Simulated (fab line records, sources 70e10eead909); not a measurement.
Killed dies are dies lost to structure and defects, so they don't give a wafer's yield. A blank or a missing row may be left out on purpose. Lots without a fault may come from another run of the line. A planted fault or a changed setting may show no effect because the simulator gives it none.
Which tool did it? | flow nand_harc | 11 lots, 33 wafers sampled, at 3 steps of a route of 1302

WHAT THE GAUGES READ, wafer by wafer
NHARC_A_M0_CD_MEAS_09: target cd 80 nm.
lot  | measured     | on        | cd_nm (nm)
L486 | day 23 11:44 | cd_sem-01 | 80.4 79.6 79.8
L488 | day 23 14:37 | cd_sem-03 | 81.0 79.6 79.3
L493 | day 26 15:38 | cd_sem-01 | 106.8 107.1 106.8
L494 | day 26 17:42 | cd_sem-03 | 101.6 101.3 101.8
L496 | day 26 20:43 | cd_sem-01 | 107.9 107.1 107.8
L499 | day 28 17:35 | cd_sem-02 | 80.0 80.0 79.9
L505 | day 30 13:10 | cd_sem-03 | 80.9 79.2 79.7
L503 | day 30 15:40 | cd_sem-01 | 79.1 80.3 80.8
L504 | day 30 19:56 | cd_sem-03 | 78.8 80.2 79.6
L506 | day 32 12:31 | cd_sem-01 | 79.9 80.9 80.2
L508 | day 32 16:13 | cd_sem-02 | 79.8 80.6 79.8

WHICH TOOL RAN EACH LOT (tool, then ch and the chambers of the sampled wafers, then the start)
lot  | NHARC_A_BLC_ETCH_17                           | NHARC_A_M0_PEB_07
L486 | rie_diel-07 ch 1,2,3, day 23 11:38 or earlier | litho_track-01 ch 0, day 23 11:38
L488 | rie_diel-07 ch 0,2,3, day 23 14:32 or earlier | litho_track-01 ch 0, day 23 14:32
L493 | rie_diel-07 ch 0,1,3, day 26 15:34 or earlier | litho_track-04 ch 0, day 26 15:34
L494 | rie_diel-01 ch 0,3, day 26 17:37 or earlier   | litho_track-04 ch 0, day 26 17:37
L496 | rie_diel-13 ch 0,2,3, day 26 20:38 or earlier | litho_track-04 ch 0, day 26 20:38
L499 | rie_diel-13 ch 1,2,3, day 28 17:30 or earlier | litho_track-01 ch 0, day 28 17:30
L505 | rie_diel-13 ch 1,3, day 30 13:05 or earlier   | litho_track-01 ch 0, day 30 13:05
L503 | rie_diel-07 ch 0,1, day 30 15:35 or earlier   | litho_track-01 ch 0, day 30 15:35
L504 | rie_diel-07 ch 0,1, day 30 19:51 or earlier   | litho_track-01 ch 0, day 30 19:51
L506 | rie_diel-07 ch 1,2,3, day 32 12:26 or earlier | litho_track-04 ch 0, day 32 12:26
L508 | rie_diel-13 ch 0,1,3, day 32 16:08 or earlier | litho_track-04 ch 0, day 32 16:08
- NHARC_A_BLC_ETCH_17: etches the open film in N2/H2, target depth 390 nm, time 609.38 s.
- NHARC_A_M0_PEB_07: peb time 65 s.

THE ANSWER, worked out from the rows above alone
Rule: what is usual is taken from the lots themselves. Put in order of their means at a reading, lots are off if they are a third of the lots or fewer, leave a main group of 4 or more, and stand apart from it by a gap of 3 or more times the standard deviation of the main group's means; of several such gaps the widest counts. A main group whose means are all the same, to the digits that the tables above print for the reading, isn't used. A lot without any number at a reading at which 4 lots or more have one is off too. The other lots that the step has rows for count as sound.
Off: L493, L494, L496, at NHARC_A_M0_CD_MEAS_09 (cd_nm). The main group: mean 80.0 nm, standard deviation 0.21.
A tool fits if, at a process step before that reading, it ran every lot that is off, and no sound lot after the first of them. The gauges at NHARC_A_M0_CD_MEAS_09 are tried like those tools. NHARC_A_BLC_ETCH_17 gives no start for some lots, so the hours and the order of its lots are those of NHARC_A_M0_PEB_07. None of those tried fits.

WHAT THE SIMULATOR HAD PUT IN
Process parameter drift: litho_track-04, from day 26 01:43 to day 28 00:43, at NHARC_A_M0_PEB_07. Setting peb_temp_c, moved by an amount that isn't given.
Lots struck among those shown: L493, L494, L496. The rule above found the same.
